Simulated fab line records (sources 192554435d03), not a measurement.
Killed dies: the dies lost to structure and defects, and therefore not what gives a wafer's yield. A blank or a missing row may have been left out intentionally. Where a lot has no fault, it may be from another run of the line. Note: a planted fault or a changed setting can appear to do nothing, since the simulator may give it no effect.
8D (eight disciplines) problem report, filled in by code | flow n5 finfet | the parts of the form that need people (team, actions taken, sign-off) are left out

== 1. THE ISSUE ==
At N5_BEOL_M11_SPUTTER_48, cathode dc power W averages 28423 W over 6 wafers from 2 lots, while fault-free wafers read 26000 W, standard deviation 4.7. That is +99 or more standard deviations from the usual mean.
The step: material Cu, target thk 12 nm, time 2 s.
Earliest sighting: wafer L955.2 on pvd sputter-01 at day 13 21:56. The record has a number at this step for 18 wafers belonging to 6 lots. Rule for "out", or "out of limits": more than 4 standard deviations from the usual mean. The rest of the wafers with a number are treated as sound.

== 2. WHAT IT IS, WHAT IT ISN'T ==
question                    | is                     | is not
which readings at this step | cathode dc power W     | chuck gas flow sccm, throttle valve pct
which lots                  | L955, L956             | L944, L950, L959, L962
which wafers of those lots  | all that have a number | -
read on which tools         | pvd sputter-01         | pvd sputter-02, pvd sputter-03
when                        | from day 13 21:56      | up to then (6 sound wafers); but 6 sound wafers of L959, L962 came after

== 3. SUSPECTS, AND WHAT RULES EACH OUT ==
Counting: any tool at a process step up to the reading is kept as a suspect provided that every lot that is out went through it and no sound lot did after the first of them.
- uv cure-02 at N5_BEOL_M11_CURE_72 (cures SiCOH lowk, time 120 s): ruled out as a lasting fault. Sound lots L962 ran on it after its first lot that is out, L955 (day 13 19:34).
- ald metal-02 at N5_BEOL_M11_ALD_74 (deposits TaN, target thk 2 nm, pulse time 2 s, purge time 3 s): ruled out as a lasting fault. Sound lots L962 ran on it after its first lot that is out, L955 (day 13 19:56).
- pvd sputter-01 at N5_BEOL_M11_SPUTTER_48 (material Cu, target thk 12 nm, time 2 s): kept. It processed each lot that is out, first L955 at day 13 21:56, and no sound lot thereafter; up to then, the last sound lot it processed was L944 at day 11 01:52. On those wafers its own readings are out: cathode dc power W.
Remaining after the count: pvd sputter-01 at N5_BEOL_M11_SPUTTER_48.

== 4. THE CAUSE (what the simulator had put in) ==
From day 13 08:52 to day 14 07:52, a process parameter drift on pvd sputter-01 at N5_BEOL_M11_SPUTTER_48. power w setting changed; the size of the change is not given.
This tool alone remained once counting was done.

== 5. SEQUENCE OF EFFECTS, ordered by route ==
Each row: a reading whose mean over the struck wafers that have a number lies more than 3 standard deviations from the usual. Scope: only readings with a usual standard deviation given in the record; hours: median across lots of the time from each lot's start at the first step in this table that gives one to its start at this step; sigmas: change in usual standard deviations.
hours | step                   | reading            | usual   | on struck wafers | change | sigmas
0     | N5_BEOL_M11_SPUTTER_48 | cathode dc power W | 26000 W | 28423            | +2423  | +99 or more
Process steps it contains:
- N5_BEOL_M11_SPUTTER_48: material Cu, target thk 12 nm, time 2 s.

== 6. WHAT WOULD HAVE CAUGHT IT SOONER ==
In this record the first reading out of limits was taken at day 13 21:56, 13 hours after the fault began at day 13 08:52.
